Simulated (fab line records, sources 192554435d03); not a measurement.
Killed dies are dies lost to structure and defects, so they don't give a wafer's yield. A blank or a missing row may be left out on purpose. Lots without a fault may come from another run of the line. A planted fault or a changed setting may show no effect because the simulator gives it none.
Which tool did it? | flow n5_finfet | 9 lots, 27 wafers sampled, at 5 steps of a route of 1938

WHAT THE GAUGES READ, wafer by wafer
N5_MOL_CONTACT_COAG_OVL_MEAS_09. Usual: CA_OVL 0.1 nm, standard deviation 0.78.
lot  | measured     | on         | CA_OVL (nm)   | flag
L819 | day 5 03:40  | overlay-02 | 0.8 0.1 0.9   |
L821 | day 5 10:10  | overlay-01 | 0.9 -0.4 -0.6 |
L824 | day 6 01:47  | overlay-02 | 0.0 0.8 0.4   |
L830 | day 7 22:00  | overlay-02 | -0.3 0.4 -0.1 |
L832 | day 8 03:26  | overlay-02 | 0.6 -0.1 -0.7 |
L834 | day 8 13:53  | overlay-02 | 1.1 0.5 0.6   |
L836 | day 8 23:07  | overlay-02 | 1.1 1.2 1.5   |
L841 | day 10 08:42 | overlay-01 | -0.3 0.2 0.0  |
L842 | day 10 13:16 | overlay-01 | 1.5 -0.5 0.5  |

N5_BEOL_M4_RC_MEAS_101. Usual: DIBL_N 37.0 mV/V, standard deviation 1.7; DIBL_P 36.7 mV/V, standard deviation 2; IOFF_N 0.17 nA/um, standard deviation 0.035; IOFF_P 0.22 nA/um, standard deviation 0.035; ION_N 672 uA/um, standard deviation 12; ION_P 461 uA/um, standard deviation 7.5; SS_N 71.6 mV/dec, standard deviation 0.67; SS_P 73.4 mV/dec, standard deviation 0.64; VT_N 250 mV, standard deviation 3.5; VT_P -250 mV, standard deviation 3.5.
lot  | measured     | on        | DIBL_N (mV/V)  | DIBL_P (mV/V)  | IOFF_N (nA/um) | IOFF_P (nA/um) | ION_N (uA/um) | ION_P (uA/um) | SS_N (mV/dec)  | SS_P (mV/dec)  | VT_N (mV)   | VT_P (mV)      | flag
L819 | day 8 08:34  | prober-02 | 36.8 35.5 33.7 | 36.0 35.4 33.5 | 0.16 0.14 0.11 | 0.18 0.17 0.16 | 672 655 663   | 459 448 460   | 72.2 71.2 70.5 | 72.7 72.9 72.3 | 250 249 255 | -252 -255 -254 |
L821 | day 8 08:05  | prober-01 | 38.7 37.0 35.7 | 41.7 39.1 36.9 | 0.22 0.16 0.14 | 0.27 0.20 0.18 | 674 664 645   | 463 454 445   | 72.6 73.0 72.5 | 75.0 73.4 73.1 | 248 254 256 | -248 -251 -253 |
L824 | day 9 01:03  | prober-02 | 38.6 39.0 38.8 | 38.0 38.0 37.8 | 0.20 0.20 0.20 | 0.24 0.23 0.22 | 695 682 674   | 466 461 451   | 71.1 72.1 71.9 | 73.5 74.5 74.3 | 245 245 247 | -251 -250 -252 |
L830 | day 10 21:25 | prober-01 | 36.9 35.7 39.5 | 36.1 34.7 39.5 | 0.18 0.16 0.24 | 0.26 0.23 0.33 | 687 680 693   | 471 470 475   | 71.7 70.2 72.4 | 72.8 73.1 73.8 | 245 247 243 | -244 -245 -242 |
L832 | day 11 13:06 | prober-01 | 34.3 31.9 33.6 | 34.0 31.3 33.3 | 0.12 0.09 0.11 | 0.17 0.13 0.16 | 666 649 664   | 456 452 456   | 70.6 69.8 70.4 | 72.4 71.8 72.3 | 254 256 254 | -257 -259 -257 |
L834 | day 11 10:03 | prober-02 | 37.9 37.5 35.4 | 37.6 37.4 35.6 | 0.20 0.17 0.14 | 0.24 0.24 0.21 | 662 668 665   | 461 462 464   | 72.1 71.8 71.1 | 73.2 73.2 73.1 | 247 249 251 | -247 -250 -249 |
L836 | day 11 21:56 | prober-02 | 40.4 37.3 37.1 | 40.5 37.0 36.6 | 0.25 0.17 0.18 | 0.31 0.24 0.23 | 683 676 690   | 471 465 467   | 73.2 71.6 71.2 | 74.2 73.6 73.9 | 244 245 246 | -245 -248 -247 |
L841 | day 14 10:43 | prober-02 | 35.5 36.0 35.8 | 34.4 35.2 34.2 | 0.15 0.16 0.14 | 0.20 0.22 0.20 | 675 678 664   | 467 466 461   | 72.0 71.8 71.2 | 73.6 73.5 73.1 | 250 246 251 | -250 -249 -252 |
L842 | day 13 12:05 | prober-02 | 37.0 35.9 39.1 | 35.8 34.6 38.2 | 0.15 0.13 0.19 | 0.21 0.19 0.25 | 680 658 690   | 467 460 470   | 71.1 70.7 72.1 | 73.7 72.8 73.5 | 250 251 246 | -247 -250 -248 |

WHICH TOOL RAN EACH LOT (tool, then ch and the chambers of the sampled wafers, then the start)
lot  | N5_MOL_CONTACT_COAG_DESCUM_13     | N5_MOL_CONTACT_COAG_ETCH_110      | N5_MOL_CONTACT_COAG_ALD_20
L819 | rie_diel-01 ch 0,1,2, day 5 04:02 | rie_diel-01 ch 0,1,2, day 5 04:19 | ald_metal-03 ch 2,3, day 5 07:02
L821 | rie_diel-01 ch 0,1,2, day 5 10:58 | rie_diel-01 ch 0,1,2, day 5 11:15 | ald_metal-04 ch 0,2, day 5 12:16
L824 | rie_diel-01 ch 0,1, day 6 01:56   | rie_diel-01 ch 0,1, day 6 02:13   | ald_metal-04 ch 2,3, day 6 03:03
L830 | rie_diel-01 ch 1,3, day 7 22:24   | rie_diel-01 ch 1,3, day 7 22:40   | ald_metal-03 ch 0,2, day 8 00:03
L832 | rie_diel-05 ch 1,2,3, day 8 03:32 | rie_diel-05 ch 1,2,3, day 8 03:49 | ald_metal-04 ch 0,1,2, day 8 04:31
L834 | rie_diel-05 ch 0,1,3, day 8 13:59 | rie_diel-05 ch 0,1,3, day 8 14:16 | ald_metal-04 ch 0,1, day 8 18:20
L836 | rie_diel-05 ch 0,1,2, day 8 23:19 | rie_diel-05 ch 0,1,2, day 8 23:35 | ald_metal-02 ch 1,2,3, day 9 00:18
L841 | rie_diel-03 ch 0,1, day 10 08:47  | rie_diel-03 ch 0,1, day 10 09:03  | ald_metal-03 ch 0,2,3, day 10 10:22
L842 | rie_diel-01 ch 1,3, day 10 13:22  | rie_diel-01 ch 1,3, day 10 13:38  | ald_metal-03 ch 1,3, day 10 14:54
- N5_MOL_CONTACT_COAG_DESCUM_13: chemistry O2, time 7 s.
- N5_MOL_CONTACT_COAG_ETCH_110: etches Si in CF4/O2, target depth 2.5 nm, time 8 s.
- N5_MOL_CONTACT_COAG_ALD_20: deposits TiN, target thk 1.5 nm, pulse time 1 s, purge time 3 s.

WHAT THE TOOLS THEMSELVES READ (means of the sampled wafers that have a number; where no wafer has one, the mark that the record gives instead)
N5_MOL_CONTACT_COAG_DESCUM_13. Usual: drypump_motor_current_A 5.8 A, standard deviation 0.47; oes_product_au 0.75 a.u., standard deviation 0.066; rf_vpp_V 244.0 V, standard deviation 0.96; showerhead_plenum_p_Torr 2.16 Torr, standard deviation 0.039; throttle_valve_pct 20.39 %, standard deviation 0.21.
lot  | tool        | drypump_motor_current_A (A) | oes_product_au (a.u.) | rf_vpp_V (V) | showerhead_plenum_p_Torr (Torr) | throttle_valve_pct (%) | flag
L819 | rie_diel-01 | 5.7                         | 0.76                  | 244.2        | 2.19                            | 20.54                  |
L821 | rie_diel-01 | 5.7                         | 0.76                  | 243.9        | 2.19                            | 20.53                  |
L824 | rie_diel-01 | 5.9                         | 0.79                  | 243.9        | 2.20                            | 20.33                  |
L830 | rie_diel-01 | 5.9                         | 0.76                  | 244.9        | 2.18                            | 20.32                  |
L832 | rie_diel-05 | 5.6                         | 0.71                  | 242.7        | 2.10                            | 20.47                  |
L834 | rie_diel-05 | 5.8                         | 0.71                  | 243.0        | 2.10                            | 20.35                  |
L836 | rie_diel-05 | 5.8                         | 0.71                  | 244.3        | 2.12                            | 20.26                  |
L841 | rie_diel-03 | 5.5                         | 0.85                  | 244.0        | 2.17                            | 20.44                  |
L842 | rie_diel-01 | 5.9                         | 0.75                  | 244.2        | 2.17                            | 20.36                  |

N5_MOL_CONTACT_COAG_ETCH_110. Usual: O2_flow_sccm 9.99 sccm, standard deviation 0.033; cf4_flow_sccm 100.0 sccm, standard deviation 0.31; drypump_motor_current_A 5.8 A, standard deviation 0.47; oes_ar_750_au 0.75 a.u., standard deviation 0.058; oes_product_au 0.75 a.u., standard deviation 0.062; rf_vpp_V 127.8 V, standard deviation 1.8; showerhead_plenum_p_Torr 2.29 Torr, standard deviation 0.038; throttle_valve_pct 10.78 %, standard deviation 0.23.
lot  | tool        | O2_flow_sccm (sccm) | cf4_flow_sccm (sccm) | drypump_motor_current_A (A) | oes_ar_750_au (a.u.) | oes_product_au (a.u.) | rf_vpp_V (V) | showerhead_plenum_p_Torr (Torr) | throttle_valve_pct (%) | flag
L819 | rie_diel-01 | 10.00               | 100.1                | 5.7                         | 0.76                 | 0.75                  | 127.2        | 2.31                            | 10.82                  |
L821 | rie_diel-01 | 9.96                | 100.3                | 5.7                         | 0.76                 | 0.76                  | 127.6        | 2.31                            | 10.82                  |
L824 | rie_diel-01 | 9.97                | 99.7                 | 5.9                         | 0.79                 | 0.78                  | 126.7        | 2.32                            | 10.59                  |
L830 | rie_diel-01 | 10.01               | 100.1                | 5.9                         | 0.77                 | 0.76                  | 128.0        | 2.31                            | 10.72                  |
L832 | rie_diel-05 | 9.99                | 100.1                | 5.6                         | 0.72                 | 0.71                  | 126.2        | 2.23                            | 10.91                  |
L834 | rie_diel-05 | 10.00               | 99.8                 | 5.8                         | 0.73                 | 0.72                  | 127.1        | 2.23                            | 10.76                  |
L836 | rie_diel-05 | 9.99                | 99.8                 | 5.9                         | 0.73                 | 0.72                  | 126.6        | 2.26                            | 10.76                  |
L841 | rie_diel-03 | 10.02               | 100.2                | 5.5                         | 0.84                 | 0.83                  | 129.1        | 2.29                            | 10.60                  |
L842 | rie_diel-01 | 10.00               | 100.0                | 5.9                         | 0.75                 | 0.74                  | 128.8        | 2.30                            | 10.80                  |

N5_MOL_CONTACT_COAG_ALD_20. Usual: heater_power_w 878 W, standard deviation 89; precursor_pulse_height_rel 1.000, standard deviation 0.019.
lot  | tool         | heater_power_w (W) | precursor_pulse_height_rel | flag
L819 | ald_metal-03 | 789                | 1.013                      |
L821 | ald_metal-04 | 907                | 0.992                      |
L824 | ald_metal-04 | 897                | 0.996                      |
L830 | ald_metal-03 | 849                | 1.005                      |
L832 | ald_metal-04 | 943                | 1.016                      |
L834 | ald_metal-04 | 973                | 0.990                      |
L836 | ald_metal-02 | 911                | 0.992                      |
L841 | ald_metal-03 | 797                | 1.012                      |
L842 | ald_metal-03 | 783                | 1.006                      |

THE ANSWER, worked out from the rows above alone
Rule: a lot is off if the mean of its wafers that have a number lies more than 3 standard deviations from the usual mean. A lot without any number at a reading at which 4 lots or more have one is off too. The other lots that the step has rows for count as sound. The gauges are gone through in route order, then the tools' own readings, and for those a lot's mean is taken as printed above. The first step at which some lot is off is used, and at that step the reading that is off furthest; a lot without a number counts as furthest.
No lot is off at any reading shown: from this, nothing can be told.

WHAT THE SIMULATOR HAD PUT IN
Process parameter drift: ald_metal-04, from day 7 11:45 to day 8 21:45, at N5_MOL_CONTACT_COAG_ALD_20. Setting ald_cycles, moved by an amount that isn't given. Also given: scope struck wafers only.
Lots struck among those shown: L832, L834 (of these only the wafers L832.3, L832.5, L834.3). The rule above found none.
